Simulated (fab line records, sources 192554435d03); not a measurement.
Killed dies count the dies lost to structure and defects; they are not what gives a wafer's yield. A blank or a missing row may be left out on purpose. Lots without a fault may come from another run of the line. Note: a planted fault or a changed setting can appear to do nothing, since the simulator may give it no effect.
A single fault, viewed from 3 desks | flow n5 finfet | every desk sees just its own numbers, and what lay behind them comes last

== THE DEFECT DESK ==
What the inspections along the route counted, lot by lot: means of the sampled wafers that have a number. Any lot whose mean is over 4 standard deviations away from the usual mean is out of limits and marked OUT; that distance is given in the brackets.
Columns: A = raw defect count at N5_BEOL_M13_INSPECT_30, usual 2.2
lot  | first seen here | A
L330 | day 12 13:10    | 2.7
L332 | day 13 18:28    | 4.0
L338 | day 13 18:59    | 2.5
L337 | day 13 19:34    | 1.0
L343 | day 16 04:25    | 2.7
L353 | day 18 20:26    | 2.0
L352 | day 19 11:10    | 3.7
This desk's verdict: no lot among the 7 shows anything out of limits.

== FROM THE METROLOGY DESK ==
Lot by lot, what the gauges showed, no matter which tool ran the lot: averages of those sampled wafers that carry a number. Any lot whose mean is over 4 standard deviations away from the usual mean is out of limits and marked OUT; that distance is given in the brackets.
Columns: A = cd nm at N5_BEOL_M13_CD_MEAS_28, usual 209.1 nm; B = M13_OVL at N5_BEOL_M13_OVL_MEAS_29, usual -3 nm; C = trench depth nm at N5_BEOL_M13_OCD_MEAS_35, usual 410 nm
lot  | first seen here | A     | B   | C
L330 | day 12 13:06    | 209.6 | 1   | 414
L332 | day 13 18:25    | 209.2 | -7  | 414
L338 | day 13 18:56    | 208.1 | -6  | 412
L337 | day 13 19:31    | 208.9 | -16 | 409
L343 | day 16 04:22    | 209.3 | -4  | 410
L353 | day 18 20:23    | 208.6 | -3  | 411
L352 | day 19 11:07    | 209.4 | -1  | 412
This desk's verdict: no lot among the 7 shows anything out of limits.

== AT THE TOOL OWNER'S DESK: rie diel-01 ==
The tool's own readings at N5_BEOL_M13_ETCH_38 (etches SiCN in CF4/N2, target depth 67.5 nm, time 71.9 s): means of the sampled wafers that have a number, for each lot that ran on this tool. Any lot whose mean is over 4 standard deviations away from the usual mean is out of limits and marked OUT; that distance is given in the brackets.
Columns: A = drypump motor current A at N5_BEOL_M13_ETCH_38, usual 5.4 A; B = oes product au at N5_BEOL_M13_ETCH_38, usual 0.78 a.u.; C = rf vpp V at N5_BEOL_M13_ETCH_38, usual 383.6 V; D = showerhead plenum p Torr at N5_BEOL_M13_ETCH_38, usual 2.26 Torr; E = throttle valve pct at N5_BEOL_M13_ETCH_38, usual 15.44 %
lot  | first seen here | A   | B    | C     | D    | E
L330 | day 12 14:08    | 5.6 | 0.82 | 384.1 | 2.28 | 15.32
L332 | day 13 20:07    | 5.4 | 0.78 | 382.0 | 2.22 | 15.48
L338 | day 13 20:25    | 5.2 | 0.78 | 384.8 | 2.27 | 15.38
L337 | day 13 20:38    | 5.0 | 0.65 | 383.7 | 2.28 | 15.38
L352 | day 19 16:47    | 4.9 | 0.69 | 383.9 | 2.27 | 15.46
This desk's verdict: no lot among the 5 shows anything out of limits.

== ALL TOGETHER ==
Nothing the defect desk looked at was out of limits.
Nothing out of limits was seen by the metrology desk.
Nothing out of limits was seen by the tool owner's desk.

== WHAT WAS PUT IN BY THE SIMULATOR ==
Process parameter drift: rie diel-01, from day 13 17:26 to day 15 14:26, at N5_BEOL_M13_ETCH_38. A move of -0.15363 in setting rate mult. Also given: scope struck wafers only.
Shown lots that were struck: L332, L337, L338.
